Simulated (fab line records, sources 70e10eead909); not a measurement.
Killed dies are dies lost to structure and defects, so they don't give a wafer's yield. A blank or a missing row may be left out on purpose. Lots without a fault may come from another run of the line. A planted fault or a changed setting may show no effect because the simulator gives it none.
fab line records | flow nand_harc
record lots=24 wafers=72 last_day=33
route steps=1302 shown P_GATE@122 P_CONTACT@219
lots that met no fault: from a run of the same line without faults
start_h: hours from the record's first day to the start of the lot's first wafer shown | wait_h: hours since the lot's step before | " the same as in the row above | L1.1+2: a row that stands for several wafers | - no value, or no start given | * or withheld: withheld | < > ~ a bound
route shown NAME@n: a module of which the file shows steps, and the number in the route of the first | usual: mean/standard deviation of fault-free wafers | same: alike in all rows | chamber/n: place in a boat | sites: the reading at each site | _std_site: their standard deviation | _edge_site: outer sites' mean less inner sites' | radius_mm: how far each site lies from the wafer's centre | mask NAME#n: copy n | behind: the tool/chamber that last shaped the wafer | hold: why the lot was held/for how many hours/how that ended | device: the transistor (n, p or np) that didn't switch | end of line: the same wafers' tests at the end of the route | a step without rows: its recipe alone | killed: dies lost to structure and defects at the first sort, not the wafer's yield | map: a wafer's dies, x killed, . not, _ none there
set.NAME: the setting as run; set.NAME@STEP: as run at that earlier step | model.NAME: the simulator's own value behind a step, which no gauge read
steps of the route over a sample of lots; a table a step, a row a wafer
services: from which hour (start_h, from the record's first day; less than 0 if before it) a tool's chamber was out of use, for how many hours, and why
## steps
# step NHARC_P_GATE_CD_MEAS_11
# recipe target_cd_nm=1640 landing_energy_ev=500
# usual cd_nm=1639.2/2.6
# columns lot.wafer tool chamber start_h wait_h cd_nm
L074.2 cd_sem-03 0 80.92 - 1636.9
L074.5 " 0 " " 1638.6
L074.6 " 0 " " 1637.5
L075.1 cd_sem-02 0 93.02 - 1644.7
L075.4 " 0 " " 1644.5
L075.5 " 0 " " 1644.6
L077.1 cd_sem-01 0 106.98 - 1639.1
L077.3 " 0 " " 1635.5
L077.6 " 0 " " 1637.1
L076.1 cd_sem-03 0 107.14 - 1635.1
L076.3 " 0 " " 1637.1
L076.5 " 0 " " 1639.0
L078.4 cd_sem-02 0 118.63 - 1638.3
L078.5 " 0 " " 1636.4
L078.6 " 0 " " 1639.2
L080.3 cd_sem-01 0 134.95 - 1641.0
L080.4 " 0 " " 1640.9
L080.5 " 0 " " 1640.0
L079.1 cd_sem-02 0 135.10 - 1637.2
L079.3 " 0 " " 1638.5
L079.5 " 0 " " 1640.3
L081.2 cd_sem-01 0 150.72 - 1636.9
L081.3 " 0 " " 1640.6
L081.5 " 0 " " 1637.3
L082.2 cd_sem-03 0 164.20 - 1638.5
L082.5 " 0 " " 1639.8
L082.6 " 0 " " 1638.2
L083.2 cd_sem-03 0 169.49 - 1638.4
L083.3 " 0 " " 1637.1
L083.5 " 0 " " 1639.3
L084.4 cd_sem-02 0 180.92 - 1640.7
L084.5 " 0 " " 1640.9
L084.6 " 0 " " 1640.3
L085.2 cd_sem-02 0 191.84 - 1644.9
L085.3 " 0 " " 1643.8
L085.5 " 0 " " 1641.7
L086.1 cd_sem-02 0 204.83 - 1639.7
L086.2 " 0 " " 1636.7
L086.6 " 0 " " 1638.4
L087.1 cd_sem-02 0 209.74 - 1641.0
L087.2 " 0 " " 1642.3
L087.3 " 0 " " 1643.3
L089.2 cd_sem-03 0 232.18 - 1635.3
L089.4 " 0 " " 1636.7
L089.5 " 0 " " 1636.6
L088.1 cd_sem-01 0 232.34 - 1639.6
L088.2 " 0 " " 1639.1
L088.3 " 0 " " 1639.7
L090.1 cd_sem-02 0 246.02 - 1637.2
L090.5 " 0 " " 1634.8
L090.6 " 0 " " 1640.4
L091.1 cd_sem-03 0 249.96 - 1636.8
L091.3 " 0 " " 1638.4
L091.5 " 0 " " 1636.8
L092.1 cd_sem-02 0 262.18 - 1635.3
L092.2 " 0 " " 1639.1
L092.5 " 0 " " 1636.2
L093.1 cd_sem-02 0 270.65 - 1638.1
L093.3 " 0 " " 1640.0
L093.4 " 0 " " 1639.6
L094.2 cd_sem-01 0 286.76 - 1640.3
L094.4 " 0 " " 1635.5
L094.6 " 0 " " 1637.2
L095.3 cd_sem-03 0 286.92 - 1643.1
L095.4 " 0 " " 1643.7
L095.5 " 0 " " 1644.6
L096.1 cd_sem-03 0 298.72 - 1638.6
L096.4 " 0 " " 1640.3
L096.5 " 0 " " 1638.5
L097.1 cd_sem-02 0 308.09 - 1641.8
L097.2 " 0 " " 1641.4
L097.3 " 0 " " 1639.2
# step NHARC_P_GATE_CD_MEAS_91
# recipe target_cd_nm=2000 landing_energy_ev=500
# usual cd_nm=2000.1/2.5
# columns lot.wafer tool chamber start_h wait_h cd_nm
L074.2 cd_sem-03 0 113.10 - 1995.2
L074.5 " 0 " " 1997.8
L074.6 " 0 " " 1997.5
L075.1 cd_sem-02 0 123.51 - 2000.8
L075.4 " 0 " " 2000.4
L075.5 " 0 " " 1999.4
L076.1 cd_sem-02 0 137.50 - 1998.8
L076.3 " 0 " " 1996.6
L076.5 " 0 " " 1998.9
L077.1 cd_sem-01 0 140.00 - 1998.2
L077.3 " 0 " " 1999.1
L077.6 " 0 " " 1995.7
L078.4 cd_sem-01 0 147.89 - 2000.2
L078.5 " 0 " " 2000.3
L078.6 " 0 " " 1999.0
L079.1 cd_sem-03 0 164.71 - 1997.7
L079.3 " 0 " " 1997.4
L079.5 " 0 " " 1996.1
L080.3 cd_sem-03 0 165.38 - 1997.6
L080.4 " 0 " " 1997.5
L080.5 " 0 " " 1997.9
L081.2 cd_sem-01 0 180.17 - 2003.7
L081.3 " 0 " " 2004.6
L081.5 " 0 " " 2004.0
L082.2 cd_sem-02 0 193.52 - 1998.6
L082.5 " 0 " " 1998.8
L082.6 " 0 " " 1998.1
L083.2 cd_sem-01 0 199.40 - 2003.4
L083.3 " 0 " " 2006.0
L083.5 " 0 " " 2002.3
L084.4 cd_sem-01 0 220.19 - 1999.5
L084.5 " 0 " " 1997.9
L084.6 " 0 " " 1998.5
L085.2 cd_sem-01 0 226.06 - 2000.7
L085.3 " 0 " " 2002.2
L085.5 " 0 " " 2002.7
L086.1 cd_sem-02 0 235.53 - 2001.0
L086.2 " 0 " " 2003.3
L086.6 " 0 " " 2002.7
L087.1 cd_sem-03 0 243.16 - 1995.7
L087.2 " 0 " " 1998.1
L087.3 " 0 " " 1996.5
L088.1 cd_sem-02 0 264.43 - 1999.6
L088.2 " 0 " " 2000.5
L088.3 " 0 " " 2000.6
L089.2 cd_sem-02 0 264.84 - 2001.9
L089.4 " 0 " " 2000.7
L089.5 " 0 " " 1997.2
L090.1 cd_sem-01 0 276.92 - 1998.4
L090.5 " 0 " " 1998.8
L090.6 " 0 " " 1999.0
L091.1 cd_sem-01 0 279.42 - 2004.0
L091.3 " 0 " " 2000.3
L091.5 " 0 " " 2001.2
L092.1 cd_sem-03 0 293.58 - 1998.6
L092.2 " 0 " " 2000.2
L092.5 " 0 " " 1998.6
L093.1 cd_sem-01 0 302.10 - 2000.9
L093.3 " 0 " " 1999.9
L093.4 " 0 " " 2001.2
L094.2 cd_sem-03 0 316.36 - 2002.0
L094.4 " 0 " " 2003.0
L094.6 " 0 " " 2003.9
L095.3 cd_sem-01 0 317.10 - 2001.8
L095.4 " 0 " " 2000.4
L095.5 " 0 " " 2003.0
L096.1 cd_sem-03 0 327.92 - 2002.1
L096.4 " 0 " " 2000.5
L096.5 " 0 " " 2000.6
L097.1 cd_sem-01 0 339.71 - 1997.3
L097.2 " 0 " " 1998.5
L097.3 " 0 " " 1997.3
# step NHARC_P_GATE_STRIP_113
# recipe power_w=1500 temp_c=110 time_s=740 chemistry=N2/H2
# usual drypump_motor_current_A=5.39/0.097 heater_power_w=94/5 temp_c=110.01/0.12
# columns lot.wafer tool chamber start_h wait_h drypump_motor_current_A heater_power_w rf_hours_counter_h temp_c
L074.2 plasma_asher-02 0 113.62 0.2 5.39 99 6 109.97
L074.6 " 0 " " 5.38 102 - 110.02
L074.5 " 1 " " 5.46 96 - 110.08
L075.1 plasma_asher-01 1 124.16 0.3 5.23 90 27 109.98
L075.4 " 1 " " 5.22 89 - 110.04
L075.5 " 0 " " 5.33 92 - 110.13
L076.1 plasma_asher-01 1 138.03 0.2 5.18 88 29 110.05
L076.3 " 0 " " 5.37 95 - 109.93
L076.5 " 1 " " 5.22 88 - 109.94
L077.1 plasma_asher-02 0 140.60 0.3 5.40 100 11 110.08
L077.3 " 0 " " 5.39 102 - 110.03
L077.6 " 1 " " 5.50 95 - 110.13
L078.4 plasma_asher-02 0 148.69 0.4 5.41 101 - 110.13
L078.6 " 0 " " 5.43 97 - 110.16
L078.5 " 1 " " 5.48 91 - 109.77
L079.1 plasma_asher-02 0 165.24 0.2 5.39 101 18 110.27
L079.3 " 1 " " 5.46 95 - 110.11
L079.5 " 0 " " 5.39 99 - 110.14
L080.4 plasma_asher-02 0 166.26 0.5 5.42 101 - 109.79
L080.3 " 1 " " 5.52 93 - 109.80
L080.5 " 0 " " 5.38 102 - 109.79
L081.2 plasma_asher-01 1 180.77 0.2 5.19 84 1 109.99
L081.3 " 0 " " 5.34 92 - 110.12
L081.5 " 1 " " 5.22 84 - 109.94
L082.2 plasma_asher-01 0 194.05 0.2 5.34 97 3 109.90
L082.6 " 0 " " 5.33 93 - 109.98
L082.5 " 1 " " 5.23 84 - 110.12
L083.2 plasma_asher-01 0 200.04 0.3 5.34 95 5 109.99
L083.3 " 0 " " 5.31 94 - 110.15
L083.5 " 1 " " 5.22 84 - 109.97
L084.4 plasma_asher-02 0 220.95 0.3 5.42 102 - 110.12
L084.6 " 0 " " 5.41 99 - 110.02
L084.5 " 1 " " 5.51 91 - 109.99
L085.2 plasma_asher-01 0 226.62 0.2 5.32 95 9 110.24
L085.3 " 0 " " 5.39 93 - 110.11
L085.5 " 1 " " 5.20 86 - 109.99
L086.1 plasma_asher-02 0 236.05 0.2 5.42 103 31 109.73
L086.2 " 1 " " 5.50 94 31 109.79
L086.6 " 0 " " 5.43 100 - 109.77
L087.1 plasma_asher-02 0 243.81 0.2 5.38 102 32 110.07
L087.2 " 1 " " 5.50 95 32 109.95
L087.3 " 1 " " 5.47 92 - 109.82
L088.1 plasma_asher-02 0 264.96 0.2 5.47 94 2 109.95
L088.2 " 1 " " 5.51 92 2 109.98
L088.3 " 1 " " 5.50 93 - 109.95
L089.2 plasma_asher-02 0 265.73 0.2 5.42 96 2 109.99
L089.4 " 1 " " 5.49 91 - 109.95
L089.5 " 1 " " 5.47 94 - 110.12
L090.1 plasma_asher-02 0 277.56 0.3 5.38 95 6 110.01
L090.5 " 1 " " 5.48 93 - 109.88
L090.6 " 0 " " 5.40 100 - 110.01
L091.1 plasma_asher-02 1 280.07 0.3 5.49 92 6 110.17
L091.3 " 1 " " 5.52 94 - 110.09
L091.5 " 1 " " 5.49 91 - 110.05
L092.1 plasma_asher-02 0 294.11 0.2 5.42 95 9 110.05
L092.2 " 1 " " 5.48 91 9 110.00
L092.5 " 0 " " 5.40 96 - 110.01
L093.1 plasma_asher-02 1 302.75 0.3 5.48 93 11 110.21
L093.4 " 0 " " 5.43 97 - 110.24
L093.3 " 1 " " 5.50 91 - 109.87
L094.2 plasma_asher-01 1 317.03 0.3 5.20 83 28 110.08
L094.4 " 1 " " 5.20 85 - 109.87
L094.6 " 1 " " 5.20 83 - 110.07
L095.3 plasma_asher-02 1 317.87 0.4 5.45 93 - 110.06
L095.4 " 0 " " 5.44 97 - 109.95
L095.5 " 0 " " 5.41 98 - 109.96
L096.1 plasma_asher-02 1 328.44 0.2 5.48 94 17 110.00
L096.4 " 1 " " 5.49 94 - 109.94
L096.5 " 0 " " 5.38 98 - 109.89
L097.1 plasma_asher-01 0 340.24 0.2 5.34 95 32 109.80
L097.2 " 1 " " 5.22 85 32 109.87
L097.3 " 1 " " 5.22 83 - 109.93
# step NHARC_P_GATE_STRIP_95
# recipe power_w=1500 temp_c=250 chemistry=O2
# usual drypump_motor_current_A=5.39/0.098 heater_power_w=352/18 temp_c=250.03/0.17
# columns lot.wafer tool chamber start_h wait_h drypump_motor_current_A heater_power_w rf_hours_counter_h temp_c
L074.2 plasma_asher-02 0 114.35 0.6 5.41 377 6 249.98
L074.6 " 0 " " 5.41 375 - 250.07
L074.5 " 1 " " 5.52 347 - 249.98
L075.1 plasma_asher-01 1 124.77 0.5 5.22 336 27 249.78
L075.4 " 1 " " 5.21 336 - 249.78
L075.5 " 0 " " 5.32 346 - 250.01
L076.1 plasma_asher-01 1 138.76 0.6 5.21 340 30 249.90
L076.3 " 0 " " 5.33 354 - 249.65
L076.5 " 1 " " 5.21 328 - 249.83
L077.1 plasma_asher-02 0 141.31 0.6 5.43 366 12 250.20
L077.3 " 0 " " 5.41 386 - 250.06
L077.6 " 1 " " 5.49 342 - 249.64
L078.4 plasma_asher-02 0 149.19 0.4 5.38 375 - 249.95
L078.6 " 0 " " 5.40 377 - 250.03
L078.5 " 1 " " 5.54 353 - 250.00
L079.1 plasma_asher-02 0 165.96 0.6 5.45 370 18 249.91
L079.3 " 1 " " 5.48 342 - 249.69
L079.5 " 0 " " 5.42 364 - 250.18
L080.4 plasma_asher-02 0 166.77 0.4 5.35 365 - 250.03
L080.3 " 1 " " 5.44 353 - 249.98
L080.5 " 0 " " 5.39 389 - 249.86
L081.2 plasma_asher-01 1 181.48 0.6 5.21 314 2 250.18
L081.3 " 0 " " 5.33 349 - 249.78
L081.5 " 1 " " 5.22 312 - 249.88
L082.2 plasma_asher-01 0 194.76 0.6 5.33 349 4 250.28
L082.6 " 0 " " 5.35 343 - 250.14
L082.5 " 1 " " 5.22 313 - 250.12
L083.2 plasma_asher-01 0 200.65 0.5 5.36 343 5 250.08
L083.3 " 0 " " 5.35 352 - 250.04
L083.5 " 1 " " 5.19 317 - 250.08
L084.4 plasma_asher-02 0 221.45 0.4 5.42 366 - 250.10
L084.6 " 0 " " 5.45 372 - 249.95
L084.5 " 1 " " 5.50 361 - 250.00
L085.2 plasma_asher-01 0 227.34 0.6 5.35 350 10 249.88
L085.3 " 0 " " 5.32 355 - 249.77
L085.5 " 1 " " 5.21 322 - 250.20
L086.1 plasma_asher-02 0 236.78 0.6 5.46 377 32 250.10
L086.2 " 1 " " 5.48 357 32 249.94
L086.6 " 0 " " 5.44 380 - 250.11
L087.1 plasma_asher-02 0 244.52 0.6 5.43 377 33 250.28
L087.2 " 1 " " 5.47 352 33 250.13
L087.3 " 1 " " 5.52 355 - 250.21
L088.1 plasma_asher-02 0 265.67 0.6 5.39 363 2 249.97
L088.2 " 1 " " 5.50 354 2 249.86
L088.3 " 1 " " 5.52 350 - 249.92
L089.2 plasma_asher-02 0 266.46 0.6 5.40 357 3 250.41
L089.4 " 1 " " 5.50 353 - 250.07
L089.5 " 1 " " 5.50 347 - 249.75
L090.1 plasma_asher-02 0 278.17 0.5 5.38 372 6 249.89
L090.5 " 1 " " 5.44 355 - 250.02
L090.6 " 0 " " 5.37 363 - 250.17
L091.1 plasma_asher-02 1 280.68 0.5 5.46 346 7 250.13
L091.3 " 1 " " 5.49 358 - 250.15
L091.5 " 1 " " 5.45 353 - 250.28
L092.1 plasma_asher-02 0 294.84 0.6 5.41 366 10 250.05
L092.2 " 1 " " 5.47 346 10 250.09
L092.5 " 0 " " 5.41 350 - 250.20
L093.1 plasma_asher-02 1 303.35 0.5 5.52 342 12 250.07
L093.4 " 0 " " 5.39 369 - 250.08
L093.3 " 1 " " 5.50 350 - 250.05
L094.2 plasma_asher-01 1 317.64 0.5 5.20 315 28 250.17
L094.4 " 1 " " 5.19 314 - 250.10
L094.6 " 1 " " 5.22 317 - 250.11
L095.3 plasma_asher-02 1 318.37 0.4 5.43 357 - 250.07
L095.4 " 0 " " 5.39 359 - 250.01
L095.5 " 0 " " 5.41 361 - 250.19
L096.1 plasma_asher-02 1 329.14 0.6 5.47 355 18 250.02
L096.4 " 1 " " 5.50 343 - 249.82
L096.5 " 0 " " 5.39 358 - 250.25
L097.1 plasma_asher-01 0 340.96 0.6 5.34 354 33 249.84
L097.2 " 1 " " 5.21 312 33 249.93
L097.3 " 1 " " 5.20 310 - 250.13
# step NHARC_P_GATE_INSPECT_68
# usual raw_defect_count=192/78
# columns lot.wafer tool chamber start_h wait_h raw_defect_count
L074.2 defect_inspect-02 - 116.19 0.1 166
L074.5 " - " " 145
L074.6 " - " " 106
L075.1 defect_inspect-02 - 126.58 0.2 266
L075.4 " - " " 203
L075.5 " - " " 408
L076.1 defect_inspect-01 - 140.58 0.2 178
L076.3 " - " " 250
L076.5 " - " " 208
L077.1 defect_inspect-01 - 143.26 0.2 203
L077.3 " - " " 106
L077.6 " - " " 223
L078.4 defect_inspect-02 - 150.99 0.1 136
L078.5 " - " " 415
L078.6 " - " " 228
L079.1 defect_inspect-02 - 167.95 0.2 133
L079.3 " - " " 192
L079.5 " - " " 160
L080.3 defect_inspect-01 - 168.74 0.1 167
L080.4 " - " " 150
L080.5 " - " " 81
L081.2 defect_inspect-01 - 183.31 0.1 165
L081.3 " - " " 143
L081.5 " - " " 191
L082.2 defect_inspect-02 - 196.59 0.1 177
L082.5 " - " " 147
L082.6 " - " " 125
L083.2 defect_inspect-01 - 202.46 0.1 247
L083.3 " - " " 265
L083.5 " - " " 143
L084.4 defect_inspect-01 - 223.29 0.1 98
L084.5 " - " " 84
L084.6 " - " " 82
L085.2 defect_inspect-02 - 229.17 0.1 134
L085.3 " - " " 172
L085.5 " - " " 167
L086.1 defect_inspect-01 - 238.60 0.2 260
L086.2 " - " " 216
L086.6 " - " " 290
L087.1 defect_inspect-01 - 246.33 0.2 246
L087.2 " - " " 180
L087.3 " - " " 364
L088.1 defect_inspect-02 - 267.49 0.2 146
L088.2 " - " " 228
L088.3 " - " " 163
L089.2 defect_inspect-02 - 268.68 0.1 240
L089.4 " - " " 111
L089.5 " - " " 126
L090.1 defect_inspect-02 - 280.26 0.2 86
L090.5 " - " " 77
L090.6 " - " " 136
L091.1 defect_inspect-01 - 282.48 0.2 182
L091.3 " - " " 270
L091.5 " - " " 180
L092.1 defect_inspect-02 - 296.67 0.2 220
L092.2 " - " " 131
L092.5 " - " " 207
L093.1 defect_inspect-02 - 305.31 0.2 331
L093.3 " - " " 228
L093.4 " - " " 211
L094.2 defect_inspect-01 - 319.46 0.1 101
L094.4 " - " " 99
L094.6 " - " " 101
L095.3 defect_inspect-02 - 320.17 0.1 164
L095.4 " - " " 137
L095.5 " - " " 136
L096.1 defect_inspect-01 - 330.97 0.2 229
L096.4 " - " " 271
L096.5 " - " " 341
L097.1 defect_inspect-02 - 342.78 0.2 244
L097.2 " - " " 258
L097.3 " - " " 159
# step NHARC_P_CONTACT_CMP_01
# recipe target_thk_nm=200 material=SiO2
# usual motor_current_A=12.0/1.2
# columns lot.wafer tool chamber start_h wait_h motor_current_A
L074.2 cmp-03 1 116.97 - 12.7
L074.6 " 1 " " 12.5
L074.5 " 2 " " 12.1
L075.4 cmp-04 2 127.36 - 13.7
L075.1 " 1 " " 10.6
L075.5 " 3 " " 11.3
L076.1 cmp-03 3 141.36 - 11.5
L076.3 " 1 " " 12.2
L076.5 " 0 " " 12.3
L077.1 cmp-02 0 144.29 0.5 12.0
L077.3 " 2 " " 12.8
L077.6 " 0 " " 11.9
L078.4 cmp-02 1 151.84 - 11.4
L078.6 " 2 " " 13.3
L078.5 " 3 " " 14.2
L079.3 cmp-04 2 168.73 - 13.2
L079.1 " 1 " " 10.4
L079.5 " 2 " " 13.1
L080.4 cmp-02 1 169.55 - 11.6
L080.3 " 3 " " 13.8
L080.5 " 0 " " 13.2
L081.3 cmp-02 2 184.08 - 13.2
L081.2 " 0 " " 12.6
L081.5 " 3 " " 13.8
L082.2 cmp-03 3 197.44 - 11.1
L082.6 " 0 " " 12.5
L082.5 " 1 " " 12.3
L083.3 cmp-02 2 203.26 - 13.0
L083.2 " 0 " " 12.1
L083.5 " 1 " " 11.1
L084.4 cmp-04 2 224.11 - 13.4
L084.5 " 0 " " 10.1
L084.6 " 1 " " 10.4
L085.2 cmp-02 0 230.00 - 12.5
L085.3 " 1 " " 11.3
L085.5 " 2 " " 12.9
L086.1 cmp-04 0 239.38 - 10.5
L086.2 " 3 " " 11.5
L086.6 " 1 " " 10.4
L087.1 cmp-02 0 247.11 - 11.4
L087.3 " 1 " " 10.7
L087.2 " 3 " " 14.1
L088.2 cmp-04 0 268.27 - 10.1
L088.3 " 2 " " 13.6
L088.1 " 3 " " 11.2
L089.4 cmp-04 3 269.46 - 12.0
L089.2 " 1 " " 10.8
L089.5 " 0 " " 9.7
L090.1 cmp-02 3 281.40 - 13.6
L090.5 " 0 " " 12.6
L090.6 " 1 " " 11.4
L091.3 cmp-02 2 283.31 - 13.6
L091.1 " 3 " " 13.8
L091.5 " 0 " " 12.3
L092.2 cmp-04 0 297.51 - 10.7
L092.1 " 1 " " 10.2
L092.5 " 2 " " 13.1
L093.1 cmp-04 0 306.09 - 10.1
L093.3 " 1 " " 10.6
L093.4 " 2 " " 12.9
L094.2 cmp-02 2 320.23 - 12.5
L094.4 " 3 " " 14.5
L094.6 " 3 " " 13.1
L095.4 cmp-04 3 320.94 - 11.0
L095.3 " 2 " " 12.7
L095.5 " 0 " " 10.3
L096.1 cmp-03 1 332.03 0.6 12.7
L096.4 " 2 " " 11.9
L096.5 " 0 " " 12.3
L097.2 cmp-02 3 343.56 - 14.0
L097.1 " 0 " " 11.6
L097.3 " 1 " " 10.8
## services
# columns tool chamber start_h hours kind
cmp-03 - 92.66 0.9 repair
cmp-03 - 107.26 2.0 repair
cmp-04 - 111.14 4.0 pm
cmp-02 - 134.50 4.0 pm
cmp-02 - 141.60 0.7 repair
cmp-03 - 146.47 14.3 repair
plasma_asher-02 - 152.78 0.7 repair
cmp-04 - 155.17 0.6 repair
cmp-03 - 162.07 4.0 pm
plasma_asher-01 - 165.00 9.0 pm
cmp-03 - 180.26 0.6 repair
cmp-04 - 185.29 1.1 repair
cmp-04 - 209.14 4.0 pm
cmp-02 - 232.50 4.0 pm
cmp-02 - 240.69 1.0 repair
cmp-04 - 240.77 11.6 repair
plasma_asher-02 - 249.61 9.0 pm
cmp-02 - 254.56 7.4 repair
cmp-02 - 276.48 1.4 repair
cmp-04 - 307.14 4.0 pm
cmp-02 - 330.50 4.0 pm
cmp-04 - 339.60 0.5 repair
plasma_asher-02 - 341.74 1.1 repair
plasma_asher-01 - 342.00 9.0 pm
## key
fault none
